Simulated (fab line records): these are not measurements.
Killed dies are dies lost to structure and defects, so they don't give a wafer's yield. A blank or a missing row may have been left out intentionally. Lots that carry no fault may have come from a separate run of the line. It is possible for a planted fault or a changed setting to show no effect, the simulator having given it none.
fab line records -- flow nand_harc
record: lots: 7, wafers: 21, last_day: 28
route steps=1159 shown P_GATE@155
lots that met no fault: from a run of the same line without faults
start_h: hours from the record's first day to the start of the lot's first wafer shown -- wait_h: hours from the lot's prior step to this one -- " repeats the value in the row above -- L1.1+2: a row that stands for several wafers -- - value missing, or start not given -- * or withheld: withheld -- < > ~ a bound
route shown NAME@n: names a module that has steps shown in the file, with the first one's number in the route -- usual: mean/standard deviation of fault-free wafers -- same: alike in all rows -- chamber/n: place in a boat -- sites: each site's reading -- _std_site: the values' standard deviation -- _edge_site: the outer-site mean with the inner-site mean subtracted -- radius_mm: how far each site lies from the wafer's centre -- mask NAME#n: copy n -- behind: the most recent tool/chamber to have shaped the wafer -- hold: reason for holding the lot/hours on hold/outcome of the hold -- device: transistor that didn't switch, given as n, p or np -- end of line: the same wafers' tests at the end of the route -- a step without rows: its recipe alone -- killed: count of dies lost to structure and defects at first sort (not the wafer's yield) -- map: a wafer's dies, x killed, . not, _ none there
set.NAME: the setting as run; set.NAME@STEP: as run at that earlier step -- model.NAME: the simulator's own value behind a step, which no gauge read
lots at selected steps of the route; one table per step, one row per wafer
services: from which hour (start_h, from the record's first day; less than 0 if before it) a tool's chamber was out of use, for how many hours, and why
== steps ==
step: NHARC_P_GATE_ALD_36
recipe: target_thk_a: 200, pulse_time_s: 60, ald_cycles: 223, temp_c: 400, material: SiNx
usual: heater_power_w: 872/100, precursor_pulse_height_rel: 0.999/0.02
same: pulse_time_s: 60
lot.wafer,tool,chamber,start_h,wait_h,heater_power_w,precursor_pulse_height_rel
L364.2,ald_sin-03,3,150.46,-,1108,1.043
L364.3,ald_sin-03,1,152.55,-,764,0.994
L364.5,ald_sin-03,2,153.59,-,797,1.002
L368.1,ald_sin-04,0,162.08,-,904,1.005
L368.4,ald_sin-04,1,163.13,-,799,0.986
L368.5,ald_sin-04,0,166.29,-,888,0.986
L376.1,ald_sin-02,2,182.43,-,859,1.010
L376.3,ald_sin-02,3,183.85,-,910,1.020
L376.6,ald_sin-02,2,186.69,-,841,1.000
L379.4,ald_sin-02,2,193.11,-,803,0.972
L379.3,ald_sin-02,3,194.17,-,933,0.971
L379.5,ald_sin-02,1,196.30,-,929,1.009
L380.4,ald_sin-04,0,204.58,-,910,1.000
L380.3,ald_sin-04,1,205.65,-,766,0.986
L380.5,ald_sin-04,0,208.85,-,916,1.011
L381.4,ald_sin-02,3,211.20,-,943,1.001
L381.2,ald_sin-02,0,212.25,-,765,1.004
L381.5,ald_sin-02,1,213.31,-,934,1.002
L384.3,ald_sin-04,3,223.31,-,942,0.993
L384.4,ald_sin-04,0,224.36,-,901,0.986
L384.5,ald_sin-04,2,226.47,-,734,1.002
step: NHARC_P_GATE_ETCHBACK_37
recipe: target_depth_a: 345, time_s: 17.2, chf3_flow_sccm: 50, o2_flow_sccm: 10, ar_flow_sccm: 200, rf_w: 500, bias_w: 200, chemistry: CHF3/O2
usual: bias_w: 200.0/0.67, drypump_motor_current_A: 5.8/0.62, oes_product_au: 0.96/0.039, rf_vpp_V: 371.6/2.1, showerhead_plenum_p_Torr: 2.45/0.097, throttle_valve_pct: 20.572/0.009
same: time_s: 17.2
lot.wafer,tool,chamber,start_h,wait_h,bias_w,drypump_motor_current_A,oes_product_au,rf_hours_counter_h,rf_vpp_V,showerhead_plenum_p_Torr,throttle_valve_pct
L364.3,rie_diel-06,2,-,-,200.0,5.3,0.93,21,368.2,2.28,20.581
L364.2,rie_diel-06,0,-,-,200.0,6.7,0.93,19,371.6,2.46,20.571
L364.5,rie_diel-06,3,-,-,198.4,5.9,0.93,-,372.9,2.52,20.571
L368.1,rie_diel-04,1,-,-,199.8,5.4,0.99,12,371.8,2.46,20.582
L368.4,rie_diel-04,2,-,-,200.0,6.4,0.99,13,371.3,2.45,20.593
L368.5,rie_diel-04,2,-,-,200.5,6.4,1.00,-,372.4,2.45,20.584
L376.1,rie_diel-06,0,-,-,200.6,6.7,0.99,26,371.3,2.46,20.576
L376.3,rie_diel-06,3,-,-,200.2,5.9,1.01,25,373.9,2.52,20.565
L376.6,rie_diel-06,0,-,-,199.8,6.7,1.00,-,371.6,2.46,20.582
L379.4,rie_diel-06,0,-,-,200.4,6.7,0.92,27,372.3,2.46,20.579
L379.3,rie_diel-06,3,-,-,200.4,5.9,0.92,26,372.7,2.52,20.576
L379.5,rie_diel-06,0,-,-,200.8,6.7,0.93,-,370.6,2.46,20.571
L380.4,rie_diel-04,3,-,-,200.4,5.1,0.93,24,374.0,2.59,20.564
L380.3,rie_diel-04,0,-,-,200.8,6.4,0.93,22,368.5,2.33,20.569
L380.5,rie_diel-04,0,-,-,201.6,6.4,0.94,-,369.8,2.33,20.592
L381.2,rie_diel-06,0,-,-,199.7,6.7,0.93,28,373.6,2.46,20.580
L381.4,rie_diel-06,3,-,-,200.7,5.9,0.93,28,372.6,2.51,20.572
L381.5,rie_diel-06,1,-,-,200.1,5.0,0.92,-,373.5,2.56,20.567
L384.3,rie_diel-05,3,-,-,200.1,5.5,0.92,13,369.6,2.32,20.575
L384.4,rie_diel-05,0,-,-,199.4,5.3,0.92,12,369.5,2.42,20.558
L384.5,rie_diel-05,2,-,-,199.3,6.4,0.92,-,371.8,2.51,20.578
step: NHARC_P_GATE_STRIP_101
recipe: time_s: 20, o2_flow_sccm: 500, ar_flow_sccm: 0, bias_w: 0, chemistry: O2
usual: drypump_motor_current_A: 5.8/0.6, oes_product_au: 0.998/0.0098, rf_vpp_V: 57.9/0.91, showerhead_plenum_p_Torr: 3.58/0.14, throttle_valve_pct: 17.036/0.0089
same: bias_w: 0, time_s: 20
lot.wafer,tool,chamber,start_h,wait_h,drypump_motor_current_A,oes_product_au,rf_hours_counter_h,rf_vpp_V,showerhead_plenum_p_Torr,throttle_valve_pct
L364.2,rie_diel-06,2,158.95,0.1,5.3,1.016,21,57.2,3.35,17.028
L364.3,rie_diel-06,0,158.95,0.1,6.7,0.991,19,57.5,3.61,17.035
L364.5,rie_diel-06,2,158.95,0.1,5.3,1.012,-,56.9,3.35,17.046
L368.1,rie_diel-04,3,171.68,0.1,5.1,0.999,12,58.1,3.80,17.044
L368.4,rie_diel-04,0,171.68,0.1,6.4,1.003,11,57.1,3.43,17.038
L368.5,rie_diel-04,3,171.68,0.1,5.1,0.996,-,60.1,3.80,17.034
L376.3,rie_diel-06,2,194.22,0.1,5.3,1.008,28,56.6,3.35,17.032
L376.1,rie_diel-06,3,194.22,0.1,5.9,0.995,25,58.2,3.69,17.035
L376.6,rie_diel-06,3,194.22,0.1,5.9,1.001,-,58.8,3.69,17.038
L379.4,rie_diel-06,1,201.70,0.1,5.0,0.980,28,59.4,3.76,17.040
L379.3,rie_diel-06,0,201.70,0.1,6.7,0.990,27,56.7,3.61,17.054
L379.5,rie_diel-06,2,201.70,0.1,5.3,1.009,-,57.4,3.34,17.036
L380.4,rie_diel-04,1,213.19,0.1,5.4,1.005,23,57.9,3.61,17.045
L380.3,rie_diel-04,0,213.19,0.1,6.4,1.007,22,57.5,3.42,17.028
L380.5,rie_diel-04,1,213.19,0.1,5.4,0.995,-,58.7,3.61,17.030
L381.2,rie_diel-06,0,218.70,0.1,6.7,1.001,28,58.7,3.61,17.047
L381.4,rie_diel-06,2,218.70,0.1,5.3,1.023,30,56.3,3.34,17.044
L381.5,rie_diel-06,0,218.70,0.1,6.8,1.007,-,58.2,3.61,17.054
L384.4,rie_diel-05,1,231.85,0.1,6.1,0.994,13,56.5,3.48,17.021
L384.3,rie_diel-05,2,231.85,0.1,6.5,0.988,12,57.7,3.68,17.035
L384.5,rie_diel-05,0,231.85,0.1,5.3,0.998,-,57.9,3.56,17.028
step: NHARC_P_GATE_PRECLEAN_97
recipe: time_s: 600, temp_c: 120, chemistry: SPM
step: NHARC_P_GATE_SRD_98
step: NHARC_P_GATE_PRECLEAN_99
recipe: time_s: *, temp_c: 50, bath_age_min: 0, chemistry: SC1
step: NHARC_P_GATE_SRD_100
step: NHARC_P_GATE_DEHYDRATE_38
recipe: temp_c: 150, time_s: 120
step: NHARC_P_GATE_HMDS_39
recipe: time_s: 30
step: NHARC_P_GATE_COAT_40
recipe: spin_rpm: 3000
step: NHARC_P_GATE_SOFTBAKE_41
recipe: temp_c: 122, time_s: 95
step: NHARC_P_GATE_EBR_42
step: NHARC_P_GATE_EXPOSE_43
recipe: na: 0.6, target_cd_nm: 720, dose_mj: 14.81, mask_id: P_NSD
usual: exposure_dose_mJ_cm2: 14.808/0.014, reticle_temp_C: 23.02/0.11
same: na: 0.6
lot.wafer,tool,chamber,start_h,wait_h,mask,exposure_dose_mJ_cm2,reticle_temp_C
L364.2,krf_scanner-02,0,159.72,-,P_NSD#0,14.826,22.94
L364.3,krf_scanner-02,0,159.72,-,P_NSD#0,14.790,23.05
L364.5,krf_scanner-02,0,159.72,-,P_NSD#0,14.811,22.98
L368.1,krf_scanner-04,0,172.33,-,P_NSD#0,14.800,23.08
L368.4,krf_scanner-04,0,172.33,-,P_NSD#0,14.781,22.85
L368.5,krf_scanner-04,0,172.33,-,P_NSD#0,14.797,22.89
L376.1,krf_scanner-04,0,194.99,-,P_NSD#0,13.663,23.00
L376.3,krf_scanner-04,0,194.99,-,P_NSD#0,13.656,22.95
L376.6,krf_scanner-04,0,194.99,-,P_NSD#0,13.664,23.24
L379.3,krf_scanner-04,0,202.49,-,P_NSD#0,13.645,23.01
L379.4,krf_scanner-04,0,202.49,-,P_NSD#0,13.654,23.03
L379.5,krf_scanner-04,0,202.49,-,P_NSD#0,13.660,23.03
L380.3,krf_scanner-04,0,213.97,-,P_NSD#0,13.658,22.82
L380.4,krf_scanner-04,0,213.97,-,P_NSD#0,13.642,22.92
L380.5,krf_scanner-04,0,213.97,-,P_NSD#0,13.660,22.82
L381.2,krf_scanner-02,0,219.46,-,P_NSD#0,14.794,22.97
L381.4,krf_scanner-02,0,219.46,-,P_NSD#0,14.793,22.87
L381.5,krf_scanner-02,0,219.46,-,P_NSD#0,14.781,22.93
L384.3,krf_scanner-01,0,232.51,-,P_NSD#0,14.821,23.04
L384.4,krf_scanner-01,0,232.51,-,P_NSD#0,14.766,23.08
L384.5,krf_scanner-01,0,232.51,-,P_NSD#0,14.793,23.10
step: NHARC_P_GATE_PEB_44
recipe: peb_temp_c: 118, peb_time_s: 85
step: NHARC_P_GATE_DEVELOP_45
recipe: time_s: 70
step: NHARC_P_GATE_CD_MEAS_46
recipe: target_cd_nm: 720, landing_energy_ev: 500
usual: cd_nm: 720.0/2.1
lot.wafer,tool,chamber,start_h,wait_h,cd_nm
L364.2,cd_sem-03,0,159.87,-,720.9
L364.3,cd_sem-03,0,159.87,-,721.0
L364.5,cd_sem-03,0,159.87,-,721.2
L368.1,cd_sem-01,0,172.48,-,717.0
L368.4,cd_sem-01,0,172.48,-,715.2
L368.5,cd_sem-01,0,172.48,-,717.2
L376.1,cd_sem-01,0,195.16,-,709.2
L376.3,cd_sem-01,0,195.16,-,707.3
L376.6,cd_sem-01,0,195.16,-,708.2
L379.3,cd_sem-03,0,202.64,-,705.5
L379.4,cd_sem-03,0,202.64,-,709.6
L379.5,cd_sem-03,0,202.64,-,704.2
L380.3,cd_sem-01,0,214.12,-,705.4
L380.4,cd_sem-01,0,214.12,-,708.2
L380.5,cd_sem-01,0,214.12,-,706.1
L381.2,cd_sem-02,0,219.62,-,722.6
L381.4,cd_sem-02,0,219.62,-,719.9
L381.5,cd_sem-02,0,219.62,-,723.2
L384.3,cd_sem-02,0,232.66,-,719.8
L384.4,cd_sem-02,0,232.66,-,718.1
L384.5,cd_sem-02,0,232.66,-,718.4
step: NHARC_P_GATE_HARDBAKE_47
recipe: temp_c: 125, time_s: 80
step: NHARC_P_GATE_DESCUM_48
recipe: time_s: 3, o2_flow_sccm: 200, ar_flow_sccm: 0, bias_power_w: 0, chemistry: O2
usual: drypump_motor_current_A: 5.8/0.62, oes_product_au: 1.000/0.01, rf_vpp_V: 57.9/0.83, showerhead_plenum_p_Torr: 1.95/0.083, throttle_valve_pct: 11.312/0.0092
same: time_s: 3
lot.wafer,tool,chamber,start_h,wait_h,drypump_motor_current_A,oes_product_au,rf_hours_counter_h,rf_vpp_V,showerhead_plenum_p_Torr,throttle_valve_pct,model.P_GATE.cd_nm
L364.3,rie_diel-06,3,160.03,-,5.9,1.009,19,58.7,2.01,11.311,721.6
L364.2,rie_diel-06,2,160.03,-,5.3,1.007,21,57.7,1.81,11.309,721.2
L364.5,rie_diel-06,0,160.03,-,6.7,1.016,-,57.7,1.96,11.312,720.9
L368.4,rie_diel-04,0,172.64,-,6.4,1.007,11,56.7,1.85,11.308,715.2
L368.1,rie_diel-04,3,172.64,-,5.1,1.008,12,57.8,2.07,11.322,716.5
L368.5,rie_diel-04,1,172.64,-,5.4,1.001,-,56.4,1.96,11.310,717.2
L376.3,rie_diel-06,0,195.35,-,6.7,0.995,26,57.9,1.96,11.299,707.4
L376.1,rie_diel-06,1,195.35,-,5.0,0.981,27,59.5,2.05,11.303,709.4
L376.6,rie_diel-06,3,195.35,-,5.9,0.987,-,59.3,2.01,11.322,708.1
L379.3,rie_diel-06,1,202.82,-,5.0,0.988,28,57.7,2.05,11.324,705.5
L379.4,rie_diel-06,2,202.82,-,5.3,1.016,29,56.1,1.81,11.304,709.6
L379.5,rie_diel-06,1,202.82,-,5.0,0.982,-,58.0,2.05,11.315,703.3
L380.3,rie_diel-06,0,214.27,-,6.7,1.003,28,58.5,1.96,11.316,704.9
L380.4,rie_diel-06,1,214.27,-,5.0,0.988,29,57.9,2.05,11.312,708.1
L380.5,rie_diel-06,1,214.27,-,5.0,0.983,-,58.2,2.05,11.302,706.5
L381.4,rie_diel-04,3,219.78,-,5.1,0.992,25,57.9,2.07,11.314,720.2
L381.2,rie_diel-04,2,219.78,-,6.4,1.004,26,57.0,1.95,11.303,722.7
L381.5,rie_diel-04,0,219.78,-,6.5,0.999,-,57.6,1.85,11.321,723.4
L384.4,rie_diel-06,0,232.82,-,6.7,1.003,30,58.1,1.96,11.315,718.1
L384.3,rie_diel-06,3,232.82,-,5.9,0.999,30,59.5,2.01,11.314,720.1
L384.5,rie_diel-06,0,232.82,-,6.7,0.996,-,57.8,1.96,11.315,718.4
step: NHARC_P_GATE_IMPLANT_49
recipe: energy_kev: 30, dose_cm2: 3e+15, tilt_deg: 7
== services ==
tool,chamber,start_h,hours,kind
krf_scanner-02,-,131.74,0.8,repair
ald_sin-03,0,132.06,13.6,repair
ald_sin-03,-,137.78,0.4,repair
rie_diel-06,0,147.09,-,clean
rie_diel-06,1,147.09,-,clean
rie_diel-06,2,147.09,-,clean
rie_diel-06,3,147.09,-,clean
rie_diel-06,0,148.36,2.1,repair
rie_diel-05,-,163.60,9.0,pm
rie_diel-06,-,168.29,2.1,repair
rie_diel-06,0,171.59,-,clean
rie_diel-06,1,171.59,-,clean
rie_diel-06,2,171.59,-,clean
rie_diel-06,3,171.59,-,clean
rie_diel-06,0,196.09,-,clean
rie_diel-06,1,196.09,-,clean
rie_diel-06,2,196.09,-,clean
rie_diel-06,3,196.09,-,clean
rie_diel-05,0,209.18,6.5,repair
krf_scanner-02,-,210.00,4.0,pm
rie_diel-06,0,220.59,-,clean
rie_diel-06,1,220.59,-,clean
rie_diel-06,2,220.59,-,clean
rie_diel-04,2,221.36,3.4,repair
== key ==
first_sign: step: NHARC_P_GATE_EXPOSE_43, reading: exposure_dose_mJ_cm2, direction: down, sigmas: 80, usual: 14.808, struck: 13.656
effect: step: NHARC_P_GATE_CD_MEAS_46, reading: cd_nm, direction: down, sigmas: 6.2, usual: 720.0, struck: 707.1
model_effect: step: NHARC_P_GATE_DESCUM_48, value: P_GATE.cd_nm, without: 721, struck: 707
met_at NHARC_P_GATE_EXPOSE_43
struck_wafers L376.1,L376.3,L376.6,L379.3,L379.4,L379.5,L380.3,L380.4,L380.5
tester_left_out L376,L379,L380
onset_between 172.33 194.99
fault: kind: process_parameter_drift, tool: krf_scanner-04, chamber: -, onset_h: 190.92, steps: NHARC_P_GATE_EXPOSE_43, channel: dose_mj, offset: -1.1649, shape: step, acts_in: these_recipes_only, stated: 14.81
tester_left_out: of these lots the tester's yield and bins aren't shown, on N5 and GAA mostly nor the transistor test; their killed dies are dies lost to structure and defects alone, not to doping, threshold or leakage, so they don't give the yield
